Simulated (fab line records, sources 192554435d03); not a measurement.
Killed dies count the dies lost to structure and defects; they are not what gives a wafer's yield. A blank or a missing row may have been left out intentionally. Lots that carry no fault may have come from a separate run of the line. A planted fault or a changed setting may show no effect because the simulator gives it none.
What tool caused it? + flow n5 finfet + 72 wafers from 24 lots sampled at 3 of the route's 1938 steps

WHAT THE GAUGES SHOWED, per wafer
N5_FIN_SAQP_CD_MEAS_16 targets a cd of 35.6 nm. Usual: cd nm 35.6 nm, standard deviation 0.33.
| lot  | measured    | on        | cd nm (nm)     | flag |
|------|-------------|-----------|----------------|------|
| L074 | day 1 21:26 | cd sem-03 | 36.0 35.4 35.8 |      |
| L075 | day 2 04:22 | cd sem-03 | 35.4 35.1 35.1 |      |
| L076 | day 2 09:57 | cd sem-01 | 35.8 35.1 35.9 |      |
| L077 | day 2 16:27 | cd sem-01 | 35.5 35.8 35.7 |      |
| L078 | day 2 21:03 | cd sem-02 | 35.9 35.3 36.1 |      |
| L079 | day 3 03:08 | cd sem-02 | 35.3 35.5 35.5 |      |
| L080 | day 3 09:43 | cd sem-01 | 35.5 35.6 35.9 |      |
| L081 | day 3 15:32 | cd sem-03 | 35.9 35.9 35.4 |      |
| L082 | day 3 21:41 | cd sem-01 | 35.5 35.3 35.3 |      |
| L083 | day 4 04:16 | cd sem-01 | 36.2 36.1 35.9 |      |
| L084 | day 4 10:23 | cd sem-02 | 35.4 35.1 35.9 |      |
| L085 | day 4 16:24 | cd sem-02 | 35.1 35.4 35.5 |      |
| L086 | day 4 23:31 | cd sem-03 | 36.5 35.7 36.0 |      |
| L087 | day 5 03:38 | cd sem-02 | 35.8 35.6 34.7 |      |
| L088 | day 5 11:16 | cd sem-01 | 35.7 35.3 35.9 |      |
| L089 | day 5 16:14 | cd sem-02 | 36.2 35.6 35.6 |      |
| L090 | day 5 22:29 | cd sem-03 | 35.2 35.6 35.5 |      |
| L091 | day 6 03:34 | cd sem-03 | 35.4 35.8 35.6 |      |
| L092 | day 6 09:53 | cd sem-01 | 35.3 35.3 35.6 |      |
| L093 | day 6 16:17 | cd sem-03 | 35.5 36.1 36.1 |      |
| L094 | day 6 22:10 | cd sem-01 | 35.7 35.8 35.8 |      |
| L095 | day 7 04:23 | cd sem-01 | 35.5 35.1 35.2 |      |
| L096 | day 7 10:28 | cd sem-02 | 35.9 35.6 35.8 |      |
| L097 | day 7 15:44 | cd sem-01 | 35.9 36.1 35.3 |      |

N5_FIN_SAQP_OVL_MEAS_17. Usual: FIN_CORE_OVL typically reads -0.5 nm, with standard deviation 0.83.
| lot  | measured    | on         | FIN_CORE_OVL (nm) | flag |
|------|-------------|------------|-------------------|------|
| L074 | day 1 21:28 | overlay-01 | 0.1 1.1 0.7       |      |
| L075 | day 2 04:24 | overlay-02 | -0.6 -0.6 1.0     |      |
| L076 | day 2 09:59 | overlay-01 | 0.4 -1.3 -0.6     |      |
| L077 | day 2 16:29 | overlay-01 | -0.3 -1.7 -0.9    |      |
| L078 | day 2 21:05 | overlay-02 | 0.3 -1.7 -1.1     |      |
| L079 | day 3 03:10 | overlay-01 | 0.9 -0.3 -0.5     |      |
| L080 | day 3 09:46 | overlay-01 | -2.2 -1.0 -0.4    |      |
| L081 | day 3 15:34 | overlay-02 | 0.0 -0.2 -0.7     |      |
| L082 | day 3 21:44 | overlay-02 | -0.6 -1.7 -2.8    |      |
| L083 | day 4 04:19 | overlay-01 | -0.1 -0.5 0.0     |      |
| L084 | day 4 10:26 | overlay-02 | -2.1 -2.2 -0.4    |      |
| L085 | day 4 16:26 | overlay-01 | -0.3 -1.4 -0.2    |      |
| L086 | day 4 23:33 | overlay-02 | -0.5 -0.5 0.9     |      |
| L087 | day 5 03:41 | overlay-02 | -0.4 -0.1 1.0     |      |
| L088 | day 5 11:18 | overlay-01 | 0.7 -0.6 0.0      |      |
| L089 | day 5 16:17 | overlay-01 | -1.2 -1.7 -0.7    |      |
| L090 | day 5 22:31 | overlay-01 | -1.5 0.2 -0.7     |      |
| L091 | day 6 03:37 | overlay-01 | -0.7 0.1 -0.7     |      |
| L092 | day 6 09:56 | overlay-01 | -0.5 0.0 -0.5     |      |
| L093 | day 6 16:19 | overlay-02 | -1.6 0.0 -1.0     |      |
| L094 | day 6 22:12 | overlay-01 | -0.2 -0.7 0.6     |      |
| L095 | day 7 04:25 | overlay-02 | -0.7 -1.9 0.0     |      |
| L096 | day 7 10:30 | overlay-02 | 0.1 0.3 -0.6      |      |
| L097 | day 7 15:46 | overlay-02 | 0.0 -1.1 -0.4     |      |

WHAT TOOL EACH LOT RAN ON (gives the tool, then ch and the chambers of the sampled wafers, and finally the start)
| lot  | N5_ZERO_LAYER_ETCH_18           |
|------|---------------------------------|
| L074 | rie si-01 ch 0,3, day 1 12:48   |
| L075 | rie si-01 ch 0,1,3, day 1 18:47 |
| L076 | rie si-03 ch 0,2,3, day 2 00:47 |
| L077 | rie si-02 ch 0,1,3, day 2 06:47 |
| L078 | rie si-03 ch 0,1,3, day 2 12:47 |
| L079 | rie si-03 ch 2,3, day 2 18:53   |
| L080 | rie si-03 ch 0,1,2, day 3 00:48 |
| L081 | rie si-02 ch 0,1, day 3 06:48   |
| L082 | rie si-01 ch 0,3, day 3 12:49   |
| L083 | rie si-01 ch 0,1,3, day 3 18:49 |
| L084 | rie si-01 ch 1,2,3, day 4 01:02 |
| L085 | rie si-03 ch 2,3, day 4 06:55   |
| L086 | rie si-03 ch 0,2,3, day 4 12:48 |
| L087 | rie si-02 ch 0,1,3, day 4 18:55 |
| L088 | rie si-01 ch 0,1,3, day 5 00:56 |
| L089 | rie si-02 ch 1,2, day 5 06:49   |
| L090 | rie si-03 ch 0,1,3, day 5 12:55 |
| L091 | rie si-02 ch 0,1,2, day 5 18:56 |
| L092 | rie si-01 ch 0,1, day 6 01:01   |
| L093 | rie si-02 ch 0,3, day 6 07:10   |
| L094 | rie si-03 ch 1,2,3, day 6 12:59 |
| L095 | rie si-01 ch 1,2, day 6 18:47   |
| L096 | rie si-02 ch 2,3, day 7 00:47   |
| L097 | rie si-03 ch 1,2, day 7 07:05   |
- N5_ZERO_LAYER_ETCH_18: etches Si in HBr/Cl2, target depth 120 nm, time 40 s.

AS READ BY THE TOOLS THEMSELVES (means over the sampled wafers that have a number; for cases with no such wafer, the mark the record gives instead)
N5_ZERO_LAYER_ETCH_18. Usual: drypump motor current A 5.9 A, standard deviation 0.54; oes product au 1.002 a.u., standard deviation 0.016; throttle valve pct 36.18 %, standard deviation 0.28.
| lot  | tool      | drypump motor current A (A) | oes product au (a.u.) | throttle valve pct (%) | flag |
|------|-----------|-----------------------------|-----------------------|------------------------|------|
| L074 | rie si-01 | 6.1                         | 1.010                 | 36.13                  |      |
| L075 | rie si-01 | 6.1                         | 0.998                 | 36.31                  |      |
| L076 | rie si-03 | 5.8                         | 1.009                 | 36.03                  |      |
| L077 | rie si-02 | 5.7                         | 0.989                 | 36.36                  |      |
| L078 | rie si-03 | 5.4                         | 1.007                 | 35.99                  |      |
| L079 | rie si-03 | 5.8                         | 1.020                 | 35.78                  |      |
| L080 | rie si-03 | 5.8                         | 0.996                 | 36.21                  |      |
| L081 | rie si-02 | 6.0                         | 0.994                 | 36.46                  |      |
| L082 | rie si-01 | 5.7                         | 1.002                 | 36.15                  |      |
| L083 | rie si-01 | 6.1                         | 1.000                 | 36.32                  |      |
| L084 | rie si-01 | 6.4                         | 1.002                 | 36.30                  |      |
| L085 | rie si-03 | 6.3                         | 1.013                 | 36.01                  |      |
| L086 | rie si-03 | 5.8                         | 1.007                 | 36.03                  |      |
| L087 | rie si-02 | 5.7                         | 0.995                 | 36.36                  |      |
| L088 | rie si-01 | 6.1                         | 1.001                 | 36.32                  |      |
| L089 | rie si-02 | 6.2                         | 0.994                 | 36.24                  |      |
| L090 | rie si-03 | 5.4                         | 1.009                 | 36.00                  |      |
| L091 | rie si-02 | 6.1                         | 0.994                 | 36.28                  |      |
| L092 | rie si-01 | 6.0                         | 0.994                 | 36.48                  |      |
| L093 | rie si-02 | 5.3                         | 0.986                 | 36.29                  |      |
| L094 | rie si-03 | 5.9                         | 1.020                 | 35.97                  |      |
| L095 | rie si-01 | 6.3                         | 0.996                 | 36.46                  |      |
| L096 | rie si-02 | 5.7                         | 0.976                 | 36.04                  |      |
| L097 | rie si-03 | 6.3                         | 1.011                 | 36.20                  |      |

THE ANSWER, worked out from the rows above alone
Rule: a lot is off if the mean of its wafers that have a number lies more than 3 standard deviations from the usual mean. Also off: a lot with no number at a reading for which 4 or more lots have one. Where the step has rows for the other lots, those lots are counted as sound. The gauges are gone through in route order, then the tools' own readings, and for those a lot's mean is taken as printed above. The first step at which some lot is off is used, and at that step the reading that is off furthest; a lot without a number counts as furthest.
No lot is off at any reading shown: from this, nothing can be told.

WHAT HAD BEEN PUT IN BY THE SIMULATOR
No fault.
